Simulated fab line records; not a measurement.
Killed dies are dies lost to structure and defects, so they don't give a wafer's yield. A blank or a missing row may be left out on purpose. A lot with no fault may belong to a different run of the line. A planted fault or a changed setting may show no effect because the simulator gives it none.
Matching of chambers || flow n5Finfet || N5_STI_FIN_REVEAL_STRIP_24 on rieDiel-02: 4 sister chambers
The step strips in N2/H2, time 90 s. 4 wafers are shown with their chamber, then 7 later ones without.

== EACH WAFER AND ITS CHAMBER ==
{"wafer": "L077.3", "chamber": 2, "showerheadPlenumPTorr (Torr)": 3.52}
{"wafer": "L081.5", "chamber": 0, "showerheadPlenumPTorr (Torr)": 3.26}
{"wafer": "L086.1", "chamber": 1, "showerheadPlenumPTorr (Torr)": 3.45}
{"wafer": "L086.2", "chamber": 3, "showerheadPlenumPTorr (Torr)": 3.42}

== WAFERS WITHOUT THEIR CHAMBER ==
{"wafer": "L086.4", "showerheadPlenumPTorr (Torr)": 3.52}
{"wafer": "L088.2", "showerheadPlenumPTorr (Torr)": 3.25}
{"wafer": "L088.5", "showerheadPlenumPTorr (Torr)": 3.25}
{"wafer": "L088.6", "showerheadPlenumPTorr (Torr)": 3.44}
{"wafer": "L097.4", "showerheadPlenumPTorr (Torr)": 3.24}
{"wafer": "L097.5", "showerheadPlenumPTorr (Torr)": 3.51}
{"wafer": "L097.6", "showerheadPlenumPTorr (Torr)": 3.44}

== THE CHAMBER EACH PASSED THROUGH ==
{"wafer": "L086.4", "from the rows above": 2, "in truth": 2}
{"wafer": "L088.2", "from the rows above": 0, "in truth": 0}
{"wafer": "L088.5", "from the rows above": 0, "in truth": 0}
{"wafer": "L088.6", "from the rows above": "can't be placed: 1 or 3", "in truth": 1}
{"wafer": "L097.4", "from the rows above": 0, "in truth": 0}
{"wafer": "L097.5", "from the rows above": 2, "in truth": 2}
{"wafer": "L097.6", "from the rows above": "can't be placed: 1 or 3", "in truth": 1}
Correct placement for 5 of the 7. Can't be placed from these rows: 2 (the true chamber is among the candidates in 2). 0 placed wrongly.
How it was worked out, from the rows above alone: a wafer's distance from a chamber is the root of the sum, over the readings, of the square of ((its reading less the chamber's mean) divided by the reading's scatter). If the next closest chamber is less than 2 further off than the closest, the wafer can't be placed; otherwise it belongs to the closest. Each chamber's mean is taken over the wafers shown for it. The scatter: root of mean squared gap, hidden wafer to nearest shown wafer, with one shown wafer a chamber.
